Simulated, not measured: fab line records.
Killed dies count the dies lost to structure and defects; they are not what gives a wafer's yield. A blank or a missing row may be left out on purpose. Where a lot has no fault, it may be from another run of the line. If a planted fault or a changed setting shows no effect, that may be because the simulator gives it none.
Matching of chambers + flow nand-harc + NHARC_A_CONTACT_DESCUM_13 on rie-diel-02: 4 sister chambers
The step chemistry O2, time 3 s. 4 wafers are shown with their chamber, then 8 later ones without.

== WAFERS PAIRED WITH THEIR CHAMBERS ==
| wafer  | chamber | showerhead-plenum-p-Torr (Torr) |
|--------|---------|---------------------------------|
| L229.2 | 3       | 1.99                            |
| L245.2 | 2       | 1.77                            |
| L244.6 | 1       | 1.97                            |
| L246.2 | 0       | 1.97                            |

== WAFERS WITHOUT THEIR CHAMBER ==
| wafer  | showerhead-plenum-p-Torr (Torr) |
|--------|---------------------------------|
| L246.3 | 1.77                            |
| L246.4 | 1.98                            |
| L248.1 | 1.96                            |
| L248.2 | 1.97                            |
| L248.5 | 1.98                            |
| L247.1 | 1.96                            |
| L247.2 | 1.97                            |
| L247.5 | 1.98                            |

== WHICH CHAMBER EACH WENT THROUGH ==
| wafer  | from the rows above          | in truth |
|--------|------------------------------|----------|
| L246.3 | 2                            | 2        |
| L246.4 | can't be placed: 0 or 1 or 3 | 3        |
| L248.1 | can't be placed: 0 or 1      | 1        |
| L248.2 | can't be placed: 0 or 1      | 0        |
| L248.5 | can't be placed: 0 or 1 or 3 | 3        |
| L247.1 | can't be placed: 0 or 1      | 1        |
| L247.2 | can't be placed: 0 or 1      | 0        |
| L247.5 | can't be placed: 0 or 1 or 3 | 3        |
Placed correctly: 1 of 8. These rows do not allow placing 7 (true chamber among the candidates in 7). 0 placed wrongly.
How it was worked out, from the rows above alone: a wafer's distance from a chamber is the root of the sum, over the readings, of the square of ((its reading less the chamber's mean) divided by the reading's scatter). If the next closest chamber is less than 2 further off than the closest, the wafer can't be placed; otherwise it belongs to the closest. A chamber's mean is the mean of its shown wafers. The scatter: root of mean squared gap, hidden wafer to nearest shown wafer, with one shown wafer a chamber.
